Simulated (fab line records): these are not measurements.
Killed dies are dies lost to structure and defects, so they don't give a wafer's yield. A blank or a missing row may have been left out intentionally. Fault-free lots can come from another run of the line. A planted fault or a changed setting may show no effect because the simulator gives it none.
fab line records / flow n5-finfet
record: lots: 11 wafers: 33 last-day: 18
route steps=1938 shown BEOL_M6@1250 BEOL_M7@1263
lots that met no fault: taken from a fault-free run of the same line
start-h: hours from the record's opening day to when the first of the lot's shown wafers began / wait-h: hours from the lot's prior step to this one / " unchanged from the row above / L1.1+2: several wafers, shown together as one row / - no value, or no start given / * or withheld: withheld / < > ~ a bound
route shown NAME@n: a module of which the file shows steps, and the number in the route of the first / usual: mean/standard deviation taken from wafers without a fault / same: alike in all rows / chamber/n: place in a boat / sites: the reading at each site / _std_site: standard deviation across them / _edge_site: inner sites' mean taken away from outer sites' mean / radius-mm: how far each site lies from the wafer's centre / mask NAME#n: copy n / behind: the last tool/chamber to shape the wafer / hold: why the lot was held/for how many hours/how that ended / device: which transistor (n, p or np) failed to switch / end of line: the tests these same wafers got at the end of their route / a step given without rows: its recipe and nothing more / killed: at the first sort, the dies lost to defects and structure; wafer yield is something else / map: a wafer's dies, marking killed ones x, the rest . and places with no die _
set.NAME: the setting as run; set.NAME@STEP: as run at that earlier step / model.NAME: the simulator's own value behind a step, which no gauge read
route steps across a sampled set of lots; one table per step, one row per wafer
services: when a tool's chamber went out of use (start-h, in hours from the record's first day, below 0 if earlier), for how many hours, and the reason
== steps ==
step: N5_BEOL_M6_PRE_CLEAN_45
recipe: gas: H2/He time-s: 30 temp-c: 250
usual: heater-power-w: 344/35
lot.wafer=L188.2 tool=pvd-sputter-03 chamber=- start-h=223.05 wait-h=0.0 heater-power-w=369
lot.wafer=L188.5 tool=pvd-sputter-03 chamber=- start-h=223.05 wait-h=0.0 heater-power-w=364
lot.wafer=L188.6 tool=pvd-sputter-03 chamber=- start-h=223.05 wait-h=0.0 heater-power-w=320
lot.wafer=L191.2 tool=pvd-sputter-02 chamber=- start-h=232.21 wait-h=0.0 heater-power-w=364
lot.wafer=L191.3 tool=pvd-sputter-02 chamber=- start-h=232.21 wait-h=0.0 heater-power-w=349
lot.wafer=L191.6 tool=pvd-sputter-02 chamber=- start-h=232.21 wait-h=0.0 heater-power-w=349
lot.wafer=L190.2 tool=pvd-sputter-02 chamber=- start-h=239.04 wait-h=0.0 heater-power-w=316
lot.wafer=L190.4 tool=pvd-sputter-02 chamber=- start-h=239.04 wait-h=0.0 heater-power-w=354
lot.wafer=L190.6 tool=pvd-sputter-02 chamber=- start-h=239.04 wait-h=0.0 heater-power-w=408
lot.wafer=L194.1 tool=pvd-sputter-01 chamber=- start-h=243.53 wait-h=0.0 heater-power-w=334
lot.wafer=L194.3 tool=pvd-sputter-01 chamber=- start-h=243.53 wait-h=0.0 heater-power-w=287
lot.wafer=L194.6 tool=pvd-sputter-01 chamber=- start-h=243.53 wait-h=0.0 heater-power-w=358
lot.wafer=L193.1 tool=pvd-sputter-03 chamber=- start-h=243.64 wait-h=0.0 heater-power-w=330
lot.wafer=L193.4 tool=pvd-sputter-03 chamber=- start-h=243.64 wait-h=0.0 heater-power-w=286
lot.wafer=L193.5 tool=pvd-sputter-03 chamber=- start-h=243.64 wait-h=0.0 heater-power-w=322
lot.wafer=L195.3 tool=pvd-sputter-03 chamber=- start-h=256.24 wait-h=0.0 heater-power-w=373
lot.wafer=L195.5 tool=pvd-sputter-03 chamber=- start-h=256.24 wait-h=0.0 heater-power-w=312
lot.wafer=L195.6 tool=pvd-sputter-03 chamber=- start-h=256.24 wait-h=0.0 heater-power-w=370
lot.wafer=L196.3 tool=pvd-sputter-02 chamber=- start-h=261.51 wait-h=0.0 heater-power-w=314
lot.wafer=L196.5 tool=pvd-sputter-02 chamber=- start-h=261.51 wait-h=0.0 heater-power-w=359
lot.wafer=L196.6 tool=pvd-sputter-02 chamber=- start-h=261.51 wait-h=0.0 heater-power-w=308
lot.wafer=L197.2 tool=pvd-sputter-01 chamber=- start-h=271.16 wait-h=0.0 heater-power-w=349
lot.wafer=L197.3 tool=pvd-sputter-01 chamber=- start-h=271.16 wait-h=0.0 heater-power-w=340
lot.wafer=L197.4 tool=pvd-sputter-01 chamber=- start-h=271.16 wait-h=0.0 heater-power-w=291
lot.wafer=L204.3 tool=pvd-sputter-02 chamber=- start-h=313.54 wait-h=0.0 heater-power-w=361
lot.wafer=L204.4 tool=pvd-sputter-02 chamber=- start-h=313.54 wait-h=0.0 heater-power-w=357
lot.wafer=L204.5 tool=pvd-sputter-02 chamber=- start-h=313.54 wait-h=0.0 heater-power-w=404
lot.wafer=L205.1 tool=pvd-sputter-03 chamber=- start-h=314.49 wait-h=0.0 heater-power-w=318
lot.wafer=L205.2 tool=pvd-sputter-03 chamber=- start-h=314.49 wait-h=0.0 heater-power-w=374
lot.wafer=L205.4 tool=pvd-sputter-03 chamber=- start-h=314.49 wait-h=0.0 heater-power-w=383
lot.wafer=L208.1 tool=pvd-sputter-03 chamber=- start-h=353.03 wait-h=0.0 heater-power-w=365
lot.wafer=L208.2 tool=pvd-sputter-03 chamber=- start-h=353.03 wait-h=0.0 heater-power-w=371
lot.wafer=L208.5 tool=pvd-sputter-03 chamber=- start-h=353.03 wait-h=0.0 heater-power-w=287
step: N5_BEOL_M6_SURFACE_TREAT_79
recipe: gas: Ar time-s: * ion-energy-ev: * ion-current-ma-cm2: 0.5 pressure-mtorr: * ar-flow-sccm: 30
usual: ar-flow-sccm: 30.01/0.088 throttle-valve-pct: *
lot.wafer=L188.2 tool=pvd-sputter-03 chamber=- start-h=223.43 wait-h=0.2 ar-flow-sccm=29.87 throttle-valve-pct=*
lot.wafer=L188.5 tool=pvd-sputter-03 chamber=- start-h=223.43 wait-h=0.2 ar-flow-sccm=30.04 throttle-valve-pct=*
lot.wafer=L188.6 tool=pvd-sputter-03 chamber=- start-h=223.43 wait-h=0.2 ar-flow-sccm=29.88 throttle-valve-pct=*
lot.wafer=L191.2 tool=pvd-sputter-03 chamber=- start-h=232.58 wait-h=0.2 ar-flow-sccm=30.05 throttle-valve-pct=*
lot.wafer=L191.3 tool=pvd-sputter-03 chamber=- start-h=232.58 wait-h=0.2 ar-flow-sccm=30.15 throttle-valve-pct=*
lot.wafer=L191.6 tool=pvd-sputter-03 chamber=- start-h=232.58 wait-h=0.2 ar-flow-sccm=30.06 throttle-valve-pct=*
lot.wafer=L190.2 tool=pvd-sputter-02 chamber=- start-h=239.40 wait-h=0.2 ar-flow-sccm=29.91 throttle-valve-pct=*
lot.wafer=L190.4 tool=pvd-sputter-02 chamber=- start-h=239.40 wait-h=0.2 ar-flow-sccm=29.91 throttle-valve-pct=*
lot.wafer=L190.6 tool=pvd-sputter-02 chamber=- start-h=239.40 wait-h=0.2 ar-flow-sccm=30.04 throttle-valve-pct=*
lot.wafer=L194.1 tool=pvd-sputter-02 chamber=- start-h=243.94 wait-h=0.2 ar-flow-sccm=30.02 throttle-valve-pct=*
lot.wafer=L194.3 tool=pvd-sputter-02 chamber=- start-h=243.94 wait-h=0.2 ar-flow-sccm=30.03 throttle-valve-pct=*
lot.wafer=L194.6 tool=pvd-sputter-02 chamber=- start-h=243.94 wait-h=0.2 ar-flow-sccm=30.00 throttle-valve-pct=*
lot.wafer=L193.1 tool=pvd-sputter-01 chamber=- start-h=244.31 wait-h=0.3 ar-flow-sccm=30.00 throttle-valve-pct=*
lot.wafer=L193.4 tool=pvd-sputter-01 chamber=- start-h=244.31 wait-h=0.3 ar-flow-sccm=30.03 throttle-valve-pct=*
lot.wafer=L193.5 tool=pvd-sputter-01 chamber=- start-h=244.31 wait-h=0.3 ar-flow-sccm=30.12 throttle-valve-pct=*
lot.wafer=L195.3 tool=pvd-sputter-02 chamber=- start-h=256.59 wait-h=0.2 ar-flow-sccm=30.08 throttle-valve-pct=*
lot.wafer=L195.5 tool=pvd-sputter-02 chamber=- start-h=256.59 wait-h=0.2 ar-flow-sccm=30.03 throttle-valve-pct=*
lot.wafer=L195.6 tool=pvd-sputter-02 chamber=- start-h=256.59 wait-h=0.2 ar-flow-sccm=29.95 throttle-valve-pct=*
lot.wafer=L196.3 tool=pvd-sputter-03 chamber=- start-h=263.63 wait-h=1.7 ar-flow-sccm=29.89 throttle-valve-pct=*
lot.wafer=L196.5 tool=pvd-sputter-03 chamber=- start-h=263.63 wait-h=1.7 ar-flow-sccm=29.91 throttle-valve-pct=*
lot.wafer=L196.6 tool=pvd-sputter-03 chamber=- start-h=263.63 wait-h=1.7 ar-flow-sccm=29.92 throttle-valve-pct=*
lot.wafer=L197.2 tool=pvd-sputter-03 chamber=- start-h=271.81 wait-h=0.5 ar-flow-sccm=30.37 throttle-valve-pct=*
lot.wafer=L197.3 tool=pvd-sputter-03 chamber=- start-h=271.81 wait-h=0.5 ar-flow-sccm=30.07 throttle-valve-pct=*
lot.wafer=L197.4 tool=pvd-sputter-03 chamber=- start-h=271.81 wait-h=0.5 ar-flow-sccm=30.01 throttle-valve-pct=*
lot.wafer=L204.3 tool=pvd-sputter-03 chamber=- start-h=313.89 wait-h=0.2 ar-flow-sccm=29.88 throttle-valve-pct=*
lot.wafer=L204.4 tool=pvd-sputter-03 chamber=- start-h=313.89 wait-h=0.2 ar-flow-sccm=30.17 throttle-valve-pct=*
lot.wafer=L204.5 tool=pvd-sputter-03 chamber=- start-h=313.89 wait-h=0.2 ar-flow-sccm=30.01 throttle-valve-pct=*
lot.wafer=L205.1 tool=pvd-sputter-02 chamber=- start-h=314.86 wait-h=0.2 ar-flow-sccm=30.07 throttle-valve-pct=*
lot.wafer=L205.2 tool=pvd-sputter-02 chamber=- start-h=314.86 wait-h=0.2 ar-flow-sccm=30.13 throttle-valve-pct=*
lot.wafer=L205.4 tool=pvd-sputter-02 chamber=- start-h=314.86 wait-h=0.2 ar-flow-sccm=30.02 throttle-valve-pct=*
lot.wafer=L208.1 tool=pvd-sputter-03 chamber=- start-h=353.52 wait-h=0.2 ar-flow-sccm=30.12 throttle-valve-pct=*
lot.wafer=L208.2 tool=pvd-sputter-03 chamber=- start-h=353.52 wait-h=0.2 ar-flow-sccm=30.09 throttle-valve-pct=*
lot.wafer=L208.5 tool=pvd-sputter-03 chamber=- start-h=353.52 wait-h=0.2 ar-flow-sccm=29.98 throttle-valve-pct=*
step: N5_BEOL_M6_DEP_56
recipe: material: SiCN target-thk-a: 100 temp-c: withheld precursor: 3MS/NH3 pressure-torr: 3 rf-w: 202 time-s: 17.5
usual: showerhead-plenum-p-Torr: 3.668/0.01 throttle-valve-pct: 9.1/0.34
lot.wafer=L188.2 tool=pecvd-01 chamber=0 start-h=225.04 wait-h=0.0 showerhead-plenum-p-Torr=3.689 throttle-valve-pct=9.4
lot.wafer=L188.5 tool=pecvd-01 chamber=1 start-h=225.04 wait-h=0.0 showerhead-plenum-p-Torr=3.668 throttle-valve-pct=9.4
lot.wafer=L188.6 tool=pecvd-01 chamber=0 start-h=225.04 wait-h=0.0 showerhead-plenum-p-Torr=3.678 throttle-valve-pct=9.5
lot.wafer=L191.2 tool=pecvd-04 chamber=0 start-h=233.65 wait-h=0.0 showerhead-plenum-p-Torr=3.656 throttle-valve-pct=8.9
lot.wafer=L191.3 tool=pecvd-04 chamber=1 start-h=233.65 wait-h=0.0 showerhead-plenum-p-Torr=3.676 throttle-valve-pct=9.2
lot.wafer=L191.6 tool=pecvd-04 chamber=1 start-h=233.65 wait-h=0.0 showerhead-plenum-p-Torr=3.688 throttle-valve-pct=9.1
lot.wafer=L190.2 tool=pecvd-01 chamber=2 start-h=240.86 wait-h=0.0 showerhead-plenum-p-Torr=3.678 throttle-valve-pct=8.3
lot.wafer=L190.4 tool=pecvd-01 chamber=0 start-h=240.86 wait-h=0.0 showerhead-plenum-p-Torr=3.670 throttle-valve-pct=9.3
lot.wafer=L190.6 tool=pecvd-01 chamber=2 start-h=240.86 wait-h=0.0 showerhead-plenum-p-Torr=3.685 throttle-valve-pct=8.5
lot.wafer=L194.1 tool=pecvd-03 chamber=2 start-h=245.23 wait-h=0.0 showerhead-plenum-p-Torr=3.647 throttle-valve-pct=8.9
lot.wafer=L194.3 tool=pecvd-03 chamber=0 start-h=245.23 wait-h=0.0 showerhead-plenum-p-Torr=3.670 throttle-valve-pct=9.2
lot.wafer=L194.6 tool=pecvd-03 chamber=1 start-h=245.23 wait-h=0.0 showerhead-plenum-p-Torr=3.665 throttle-valve-pct=9.3
lot.wafer=L193.1 tool=pecvd-04 chamber=0 start-h=247.07 wait-h=0.0 showerhead-plenum-p-Torr=3.655 throttle-valve-pct=8.9
lot.wafer=L193.4 tool=pecvd-04 chamber=0 start-h=247.07 wait-h=0.0 showerhead-plenum-p-Torr=3.658 throttle-valve-pct=8.9
lot.wafer=L193.5 tool=pecvd-04 chamber=2 start-h=247.07 wait-h=0.0 showerhead-plenum-p-Torr=3.663 throttle-valve-pct=8.5
lot.wafer=L195.3 tool=pecvd-01 chamber=1 start-h=257.71 wait-h=0.0 showerhead-plenum-p-Torr=3.672 throttle-valve-pct=9.1
lot.wafer=L195.5 tool=pecvd-01 chamber=0 start-h=257.71 wait-h=0.0 showerhead-plenum-p-Torr=3.684 throttle-valve-pct=9.8
lot.wafer=L195.6 tool=pecvd-01 chamber=2 start-h=257.71 wait-h=0.0 showerhead-plenum-p-Torr=3.676 throttle-valve-pct=8.3
lot.wafer=L196.3 tool=pecvd-03 chamber=0 start-h=264.73 wait-h=0.0 showerhead-plenum-p-Torr=3.667 throttle-valve-pct=9.1
lot.wafer=L196.5 tool=pecvd-03 chamber=0 start-h=264.73 wait-h=0.0 showerhead-plenum-p-Torr=3.662 throttle-valve-pct=9.4
lot.wafer=L196.6 tool=pecvd-03 chamber=1 start-h=264.73 wait-h=0.0 showerhead-plenum-p-Torr=3.674 throttle-valve-pct=9.5
lot.wafer=L197.2 tool=pecvd-01 chamber=2 start-h=272.96 wait-h=0.0 showerhead-plenum-p-Torr=3.679 throttle-valve-pct=8.1
lot.wafer=L197.3 tool=pecvd-01 chamber=1 start-h=272.96 wait-h=0.0 showerhead-plenum-p-Torr=3.662 throttle-valve-pct=9.2
lot.wafer=L197.4 tool=pecvd-01 chamber=2 start-h=272.96 wait-h=0.0 showerhead-plenum-p-Torr=3.681 throttle-valve-pct=8.3
lot.wafer=L204.3 tool=pecvd-03 chamber=1 start-h=318.19 wait-h=0.0 showerhead-plenum-p-Torr=3.663 throttle-valve-pct=9.1
lot.wafer=L204.4 tool=pecvd-03 chamber=1 start-h=318.19 wait-h=0.0 showerhead-plenum-p-Torr=3.665 throttle-valve-pct=9.1
lot.wafer=L204.5 tool=pecvd-03 chamber=0 start-h=318.19 wait-h=0.0 showerhead-plenum-p-Torr=3.670 throttle-valve-pct=9.3
lot.wafer=L205.1 tool=pecvd-03 chamber=1 start-h=318.75 wait-h=0.0 showerhead-plenum-p-Torr=3.667 throttle-valve-pct=9.0
lot.wafer=L205.2 tool=pecvd-03 chamber=2 start-h=318.75 wait-h=0.0 showerhead-plenum-p-Torr=3.658 throttle-valve-pct=8.9
lot.wafer=L205.4 tool=pecvd-03 chamber=0 start-h=318.75 wait-h=0.0 showerhead-plenum-p-Torr=3.667 throttle-valve-pct=9.2
lot.wafer=L208.1 tool=pecvd-01 chamber=1 start-h=354.95 wait-h=0.0 showerhead-plenum-p-Torr=3.667 throttle-valve-pct=9.1
lot.wafer=L208.2 tool=pecvd-01 chamber=0 start-h=354.95 wait-h=0.0 showerhead-plenum-p-Torr=3.683 throttle-valve-pct=9.4
lot.wafer=L208.5 tool=pecvd-01 chamber=1 start-h=354.95 wait-h=0.0 showerhead-plenum-p-Torr=3.676 throttle-valve-pct=9.2
step: N5_BEOL_M7_ILD_DEP_00
recipe: material: SiCOH_lowk target-thk-a: 1797.5 temp-c: 300 precursor: DEMS/porogen pressure-torr: 5 rf-w: 500 time-s: 33.4
usual: heater-power-w: 297/55 showerhead-plenum-p-Torr: 5.742/0.017 susceptor-temp-C: 299.98/0.18 throttle-valve-pct: 13.9/0.63
lot.wafer=L188.2 tool=pecvd-01 chamber=2 start-h=225.18 wait-h=0.0 heater-power-w=295 showerhead-plenum-p-Torr=5.752 susceptor-temp-C=299.75 throttle-valve-pct=12.5
lot.wafer=L188.5 tool=pecvd-01 chamber=2 start-h=225.18 wait-h=0.0 heater-power-w=303 showerhead-plenum-p-Torr=5.754 susceptor-temp-C=299.59 throttle-valve-pct=12.6
lot.wafer=L188.6 tool=pecvd-01 chamber=0 start-h=225.18 wait-h=0.0 heater-power-w=422 showerhead-plenum-p-Torr=5.782 susceptor-temp-C=299.92 throttle-valve-pct=14.6
lot.wafer=L191.2 tool=pecvd-01 chamber=1 start-h=233.78 wait-h=0.0 heater-power-w=309 showerhead-plenum-p-Torr=5.758 susceptor-temp-C=299.89 throttle-valve-pct=13.8
lot.wafer=L191.3 tool=pecvd-01 chamber=0 start-h=233.78 wait-h=0.0 heater-power-w=418 showerhead-plenum-p-Torr=5.738 susceptor-temp-C=300.16 throttle-valve-pct=14.8
lot.wafer=L191.6 tool=pecvd-01 chamber=0 start-h=233.78 wait-h=0.0 heater-power-w=422 showerhead-plenum-p-Torr=5.766 susceptor-temp-C=300.12 throttle-valve-pct=14.4
lot.wafer=L190.2 tool=pecvd-01 chamber=1 start-h=240.99 wait-h=0.0 heater-power-w=326 showerhead-plenum-p-Torr=5.752 susceptor-temp-C=300.28 throttle-valve-pct=14.2
lot.wafer=L190.4 tool=pecvd-01 chamber=0 start-h=240.99 wait-h=0.0 heater-power-w=423 showerhead-plenum-p-Torr=5.740 susceptor-temp-C=299.69 throttle-valve-pct=14.7
lot.wafer=L190.6 tool=pecvd-01 chamber=2 start-h=240.99 wait-h=0.0 heater-power-w=345 showerhead-plenum-p-Torr=5.745 susceptor-temp-C=300.02 throttle-valve-pct=12.6
lot.wafer=L194.1 tool=pecvd-01 chamber=1 start-h=245.37 wait-h=0.0 heater-power-w=317 showerhead-plenum-p-Torr=5.731 susceptor-temp-C=300.35 throttle-valve-pct=14.0
lot.wafer=L194.3 tool=pecvd-01 chamber=0 start-h=245.37 wait-h=0.0 heater-power-w=446 showerhead-plenum-p-Torr=5.769 susceptor-temp-C=299.96 throttle-valve-pct=14.5
lot.wafer=L194.6 tool=pecvd-01 chamber=2 start-h=245.37 wait-h=0.0 heater-power-w=306 showerhead-plenum-p-Torr=5.755 susceptor-temp-C=300.24 throttle-valve-pct=12.8
lot.wafer=L193.1 tool=pecvd-02 chamber=1 start-h=247.20 wait-h=0.0 heater-power-w=301 showerhead-plenum-p-Torr=5.727 susceptor-temp-C=299.93 throttle-valve-pct=15.0
lot.wafer=L193.4 tool=pecvd-02 chamber=0 start-h=247.20 wait-h=0.0 heater-power-w=310 showerhead-plenum-p-Torr=5.719 susceptor-temp-C=300.40 throttle-valve-pct=14.6
lot.wafer=L193.5 tool=pecvd-02 chamber=0 start-h=247.20 wait-h=0.0 heater-power-w=327 showerhead-plenum-p-Torr=5.707 susceptor-temp-C=300.13 throttle-valve-pct=14.5
lot.wafer=L195.3 tool=pecvd-04 chamber=0 start-h=257.84 wait-h=0.0 heater-power-w=219 showerhead-plenum-p-Torr=5.732 susceptor-temp-C=300.02 throttle-valve-pct=13.9
lot.wafer=L195.5 tool=pecvd-04 chamber=1 start-h=257.84 wait-h=0.0 heater-power-w=269 showerhead-plenum-p-Torr=5.762 susceptor-temp-C=299.86 throttle-valve-pct=14.0
lot.wafer=L195.6 tool=pecvd-04 chamber=0 start-h=257.84 wait-h=0.0 heater-power-w=227 showerhead-plenum-p-Torr=5.735 susceptor-temp-C=299.99 throttle-valve-pct=13.8
lot.wafer=L196.3 tool=pecvd-04 chamber=1 start-h=264.86 wait-h=0.0 heater-power-w=245 showerhead-plenum-p-Torr=5.771 susceptor-temp-C=299.98 throttle-valve-pct=14.0
lot.wafer=L196.5 tool=pecvd-04 chamber=1 start-h=264.86 wait-h=0.0 heater-power-w=253 showerhead-plenum-p-Torr=5.774 susceptor-temp-C=299.81 throttle-valve-pct=14.2
lot.wafer=L196.6 tool=pecvd-04 chamber=2 start-h=264.86 wait-h=0.0 heater-power-w=276 showerhead-plenum-p-Torr=5.732 susceptor-temp-C=299.81 throttle-valve-pct=13.6
lot.wafer=L197.2 tool=pecvd-02 chamber=1 start-h=273.09 wait-h=0.0 heater-power-w=285 showerhead-plenum-p-Torr=5.739 susceptor-temp-C=299.95 throttle-valve-pct=15.0
lot.wafer=L197.3 tool=pecvd-02 chamber=0 start-h=273.09 wait-h=0.0 heater-power-w=328 showerhead-plenum-p-Torr=5.712 susceptor-temp-C=300.15 throttle-valve-pct=14.7
lot.wafer=L197.4 tool=pecvd-02 chamber=2 start-h=273.09 wait-h=0.0 heater-power-w=247 showerhead-plenum-p-Torr=5.716 susceptor-temp-C=299.85 throttle-valve-pct=14.0
lot.wafer=L204.3 tool=pecvd-04 chamber=2 start-h=318.32 wait-h=0.0 heater-power-w=269 showerhead-plenum-p-Torr=5.723 susceptor-temp-C=300.20 throttle-valve-pct=13.3
lot.wafer=L204.4 tool=pecvd-04 chamber=0 start-h=318.32 wait-h=0.0 heater-power-w=283 showerhead-plenum-p-Torr=5.730 susceptor-temp-C=305.04 throttle-valve-pct=13.9
lot.wafer=L204.5 tool=pecvd-04 chamber=2 start-h=318.32 wait-h=0.0 heater-power-w=265 showerhead-plenum-p-Torr=5.735 susceptor-temp-C=299.97 throttle-valve-pct=13.3
lot.wafer=L205.1 tool=pecvd-04 chamber=0 start-h=318.88 wait-h=0.0 heater-power-w=259 showerhead-plenum-p-Torr=5.742 susceptor-temp-C=304.79 throttle-valve-pct=14.1
lot.wafer=L205.2 tool=pecvd-04 chamber=1 start-h=318.88 wait-h=0.0 heater-power-w=251 showerhead-plenum-p-Torr=5.766 susceptor-temp-C=299.91 throttle-valve-pct=14.1
lot.wafer=L205.4 tool=pecvd-04 chamber=1 start-h=318.88 wait-h=0.0 heater-power-w=263 showerhead-plenum-p-Torr=5.762 susceptor-temp-C=299.91 throttle-valve-pct=14.6
lot.wafer=L208.1 tool=pecvd-02 chamber=0 start-h=355.08 wait-h=0.0 heater-power-w=342 showerhead-plenum-p-Torr=5.704 susceptor-temp-C=299.87 throttle-valve-pct=14.6
lot.wafer=L208.2 tool=pecvd-02 chamber=2 start-h=355.08 wait-h=0.0 heater-power-w=301 showerhead-plenum-p-Torr=5.721 susceptor-temp-C=300.08 throttle-valve-pct=13.9
lot.wafer=L208.5 tool=pecvd-02 chamber=2 start-h=355.08 wait-h=0.0 heater-power-w=238 showerhead-plenum-p-Torr=5.736 susceptor-temp-C=300.10 throttle-valve-pct=13.5
== services ==
tool=pecvd-01 chamber=- start-h=200.24 hours=6.0 kind=pm
tool=pecvd-03 chamber=1 start-h=201.03 hours=2.1 kind=scheduled-down
tool=pecvd-02 chamber=1 start-h=202.50 hours=1.8 kind=repair
tool=pecvd-03 chamber=2 start-h=203.21 hours=- kind=clean
tool=pecvd-03 chamber=2 start-h=203.21 hours=- kind=consumable-replace:showerhead
tool=pecvd-03 chamber=2 start-h=203.21 hours=29.0 kind=scheduled-down
tool=pecvd-03 chamber=2 start-h=203.21 hours=29.0 kind=vent-cycle
tool=pecvd-04 chamber=0 start-h=207.47 hours=14.5 kind=repair
tool=pecvd-04 chamber=2 start-h=215.50 hours=5.5 kind=scheduled-down
tool=pecvd-02 chamber=2 start-h=219.65 hours=2.1 kind=scheduled-down
tool=pecvd-03 chamber=0 start-h=226.34 hours=12.3 kind=repair
tool=pecvd-01 chamber=0 start-h=226.63 hours=2.1 kind=scheduled-down
tool=pecvd-02 chamber=- start-h=240.29 hours=0.7 kind=repair
tool=pecvd-02 chamber=2 start-h=245.18 hours=15.3 kind=repair
tool=pvd-sputter-01 chamber=- start-h=272.01 hours=0.5 kind=repair
tool=pecvd-02 chamber=2 start-h=276.32 hours=5.5 kind=scheduled-down
tool=pecvd-02 chamber=1 start-h=291.84 hours=19.8 kind=repair
tool=pecvd-03 chamber=0 start-h=308.66 hours=4.7 kind=repair
tool=pecvd-03 chamber=0 start-h=334.74 hours=5.5 kind=scheduled-down
tool=pecvd-03 chamber=- start-h=337.93 hours=0.8 kind=pm
tool=pecvd-01 chamber=- start-h=353.31 hours=0.8 kind=repair
== key ==
first-sign: step: N5_BEOL_M7_ILD_DEP_00 reading: susceptor-temp-C direction: up sigmas: 28 usual: * struck: *
effect none on later readings
met-at N5_BEOL_M7_ILD_DEP_00
struck-lots L204,L205
struck-wafers L204.4,L205.1
not-acting-at N5_BEOL_M6_PRE_CLEAN_45,N5_BEOL_M6_SURFACE_TREAT_79,N5_BEOL_M6_DEP_56
onset-between 257.84 318.32
fault: kind: process-parameter-drift tool: pecvd-04 chamber: 0 onset-h: 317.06 steps: N5_BEOL_M7_ILD_DEP_00 channel: temp-c offset: * shape: step end-h: 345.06 acts-in: * stated: *
